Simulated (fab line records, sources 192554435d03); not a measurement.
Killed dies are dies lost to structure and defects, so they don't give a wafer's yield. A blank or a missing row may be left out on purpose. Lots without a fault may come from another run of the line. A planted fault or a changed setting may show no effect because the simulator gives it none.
Which tool did it? | flow n5_finfet | 24 lots, 72 wafers sampled, at 3 steps of a route of 1938

WHAT THE GAUGES READ, wafer by wafer
N5_BEOL_M1_THK_MEAS_01.
lot  | measured     | on            | M1_ILD_THK (nm)
L074 | day 6 02:16  | film_metro-01 | 77.3 78.0 77.0
L075 | day 6 13:24  | film_metro-01 | 77.8 77.6 79.2
L076 | day 6 20:50  | film_metro-02 | 76.1 76.7 78.8
L077 | day 6 21:20  | film_metro-02 | 78.4 75.5 77.0
L078 | day 6 21:59  | film_metro-01 | 76.5 80.2 79.0
L079 | day 7 06:32  | film_metro-01 | 78.1 77.4 79.1
L080 | day 7 18:19  | film_metro-02 | 79.2 78.8 79.3
L081 | day 7 18:35  | film_metro-01 | 78.1 77.8 79.5
L082 | day 8 03:50  | film_metro-01 | 78.9 79.5 80.1
L083 | day 8 04:16  | film_metro-01 | 77.9 77.6 80.4
L084 | day 8 19:40  | film_metro-01 | 78.8 79.9 79.8
L085 | day 9 01:30  | film_metro-02 | 76.8 75.0 76.1
L086 | day 9 04:22  | film_metro-02 | 78.6 79.0 80.3
L088 | day 9 10:38  | film_metro-02 | 77.6 80.3 79.2
L087 | day 9 14:22  | film_metro-02 | 79.4 77.6 79.9
L089 | day 10 00:14 | film_metro-02 | 78.0 77.7 77.2
L090 | day 10 01:04 | film_metro-01 | 76.5 79.1 77.9
L092 | day 10 07:09 | film_metro-01 | 78.0 78.0 79.2
L091 | day 10 07:48 | film_metro-01 | 78.0 79.2 79.3
L093 | day 10 19:40 | film_metro-02 | 77.2 79.6 78.8
L094 | day 10 22:16 | film_metro-02 | 77.8 79.5 80.9
L095 | day 11 05:27 | film_metro-01 | 78.6 78.8 79.5
L096 | day 11 16:50 | film_metro-02 | 79.6 78.6 78.3
L097 | day 11 20:57 | film_metro-01 | 77.3 77.1 80.1

WHICH TOOL RAN EACH LOT (tool, then ch and the chambers of the sampled wafers, then the start)
lot  | N5_BEOL_M0_STRIP_104               | N5_BEOL_M0_PRE_CLEAN_113
L074 | rie_diel-06 ch 0,2,3, day 5 21:18  | pvd_sputter-03, day 5 22:29
L075 | rie_diel-05 ch 0,1,2, day 6 08:14  | pvd_sputter-01, day 6 11:14
L076 | rie_diel-05 ch 0,2,3, day 6 15:10  | pvd_sputter-03, day 6 18:31
L077 | rie_diel-06 ch 1,3, day 6 18:07    | pvd_sputter-02, day 6 19:04
L078 | rie_diel-05 ch 0,1,3, day 6 18:25  | pvd_sputter-02, day 6 19:47
L079 | rie_diel-05 ch 0,1,3, day 7 03:35  | pvd_sputter-03, day 7 04:15
L080 | rie_diel-06 ch 1,3, day 7 14:58    | pvd_sputter-02, day 7 15:53
L081 | rie_diel-05 ch 2,3, day 7 15:07    | pvd_sputter-03, day 7 15:56
L082 | rie_diel-06 ch 0,1,3, day 8 00:16  | pvd_sputter-02, day 8 01:19
L083 | rie_diel-05 ch 0,2, day 8 00:16    | pvd_sputter-01, day 8 01:19
L084 | rie_diel-05 ch 0,2,3, day 8 13:21  | pvd_sputter-01, day 8 15:31
L085 | rie_diel-05 ch 0,1,2, day 8 20:38  | pvd_sputter-02, day 8 23:13
L086 | rie_diel-01 ch 0,1,2, day 9 00:55  | pvd_sputter-01, day 9 02:03
L088 | rie_diel-05 ch 0,3, day 9 07:21    | pvd_sputter-03, day 9 08:25
L087 | rie_diel-05 ch 0,1,3, day 9 09:35  | pvd_sputter-02, day 9 10:40
L089 | rie_diel-06 ch 0,1,3, day 9 18:29  | pvd_sputter-02, day 9 19:12
L090 | rie_diel-06 ch 1,2, day 9 21:59    | pvd_sputter-03, day 9 22:43
L092 | rie_diel-06 ch 0,1,3, day 10 04:05 | pvd_sputter-01, day 10 04:51
L091 | rie_diel-01 ch 1,2, day 10 04:14   | pvd_sputter-02, day 10 05:04
L093 | rie_diel-01 ch 0,1, day 10 15:41   | pvd_sputter-03, day 10 17:13
L094 | rie_diel-06 ch 0,3, day 10 18:26   | pvd_sputter-01, day 10 19:28
L095 | rie_diel-01 ch 0,2,3, day 11 00:33 | pvd_sputter-02, day 11 01:32
L096 | rie_diel-01 ch 0,1,3, day 11 13:20 | pvd_sputter-03, day 11 14:23
L097 | rie_diel-06 ch 1,3, day 11 16:13   | pvd_sputter-01, day 11 16:52
- N5_BEOL_M0_STRIP_104: strips in N2/H2.
- N5_BEOL_M0_PRE_CLEAN_113: time 30 s.

WHAT THE TOOLS THEMSELVES READ (means of the sampled wafers that have a number; where no wafer has one, the mark that the record gives instead)
N5_BEOL_M0_STRIP_104.
lot  | tool        | drypump_motor_current_A (A) | oes_product_au (a.u.) | rf_vpp_V (V) | showerhead_plenum_p_Torr (Torr) | throttle_valve_pct (%)
L074 | rie_diel-06 | 5.8                         | 0.79                  | 59.0         | 2.55                            | 23.56
L075 | rie_diel-05 | 5.8                         | 0.74                  | 58.7         | 2.60                            | 23.77
L076 | rie_diel-05 | 5.8                         | 0.76                  | 59.5         | 2.61                            | 23.57
L077 | rie_diel-06 | 5.3                         | 0.75                  | 56.8         | 2.53                            | 23.36
L078 | rie_diel-05 | 6.0                         | 0.79                  | 58.4         | 2.62                            | 23.58
L079 | rie_diel-05 | 6.0                         | 0.80                  | 59.7         | 2.62                            | 23.60
L080 | rie_diel-06 | 5.6                         | 0.74                  | 60.9         | 2.54                            | 23.55
L081 | rie_diel-05 | 5.5                         | 0.81                  | 59.8         | 2.67                            | 23.41
L082 | rie_diel-06 | 5.3                         | 0.78                  | 59.1         | 2.52                            | 23.52
L083 | rie_diel-05 | 6.1                         | 0.68                  | 61.9         | 2.54                            | 23.75
L084 | rie_diel-05 | 5.8                         | 0.75                  | 60.7         | 2.60                            | 23.61
L085 | rie_diel-05 | 5.8                         | 0.72                  | 61.2         | 2.60                            | 23.78
L086 | rie_diel-01 | 5.7                         | 0.84                  | 60.0         | 2.53                            | 23.58
L088 | rie_diel-05 | 6.0                         | 0.79                  | 59.4         | 2.62                            | 23.40
L087 | rie_diel-05 | 6.0                         | 0.76                  | 58.4         | 2.61                            | 23.63
L089 | rie_diel-06 | 5.3                         | 0.77                  | 59.8         | 2.51                            | 23.52
L090 | rie_diel-06 | 5.7                         | 0.72                  | 59.0         | 2.55                            | 23.30
L092 | rie_diel-06 | 5.3                         | 0.77                  | 59.4         | 2.51                            | 23.54
L091 | rie_diel-01 | 6.0                         | 0.79                  | 60.3         | 2.58                            | 23.84
L093 | rie_diel-01 | 5.7                         | 0.88                  | 60.2         | 2.47                            | 23.50
L094 | rie_diel-06 | 5.2                         | 0.80                  | 58.9         | 2.49                            | 23.65
L095 | rie_diel-01 | 5.5                         | 0.75                  | 59.2         | 2.56                            | 23.75
L096 | rie_diel-01 | 5.5                         | 0.79                  | 59.8         | 2.50                            | 23.65
L097 | rie_diel-06 | 5.4                         | 0.73                  | 60.0         | 2.52                            | 23.43

N5_BEOL_M0_PRE_CLEAN_113.
lot  | tool           | heater_power_w (W)
L074 | pvd_sputter-03 | 315
L075 | pvd_sputter-01 | 313
L076 | pvd_sputter-03 | 338
L077 | pvd_sputter-02 | 347
L078 | pvd_sputter-02 | 347
L079 | pvd_sputter-03 | 317
L080 | pvd_sputter-02 | 346
L081 | pvd_sputter-03 | 342
L082 | pvd_sputter-02 | 341
L083 | pvd_sputter-01 | 358
L084 | pvd_sputter-01 | 379
L085 | pvd_sputter-02 | 354
L086 | pvd_sputter-01 | 352
L088 | pvd_sputter-03 | 344
L087 | pvd_sputter-02 | 350
L089 | pvd_sputter-02 | 355
L090 | pvd_sputter-03 | 329
L092 | pvd_sputter-01 | 325
L091 | pvd_sputter-02 | 352
L093 | pvd_sputter-03 | 356
L094 | pvd_sputter-01 | 367
L095 | pvd_sputter-02 | 346
L096 | pvd_sputter-03 | 316
L097 | pvd_sputter-01 | 326

THE ANSWER, worked out from the rows above alone
Rule: what is usual is taken from the lots themselves. Put in order of their means at a reading, lots are off if they are a third of the lots or fewer, leave a main group of 4 or more, and stand apart from it by a gap of 3 or more times the standard deviation of the main group's means; of several such gaps the widest counts. A main group whose means are all the same, to the digits that the tables above print for the reading, isn't used. A lot without any number at a reading at which 4 lots or more have one is off too. The other lots that the step has rows for count as sound. The gauges are gone through in route order, then the tools' own readings, and for those a lot's mean is taken as printed above. The first step at which some lot is off is used, and at that step the reading that is off furthest; a lot without a number counts as furthest.
No lot is off at any reading shown: from this, nothing can be told.

WHAT THE SIMULATOR HAD PUT IN
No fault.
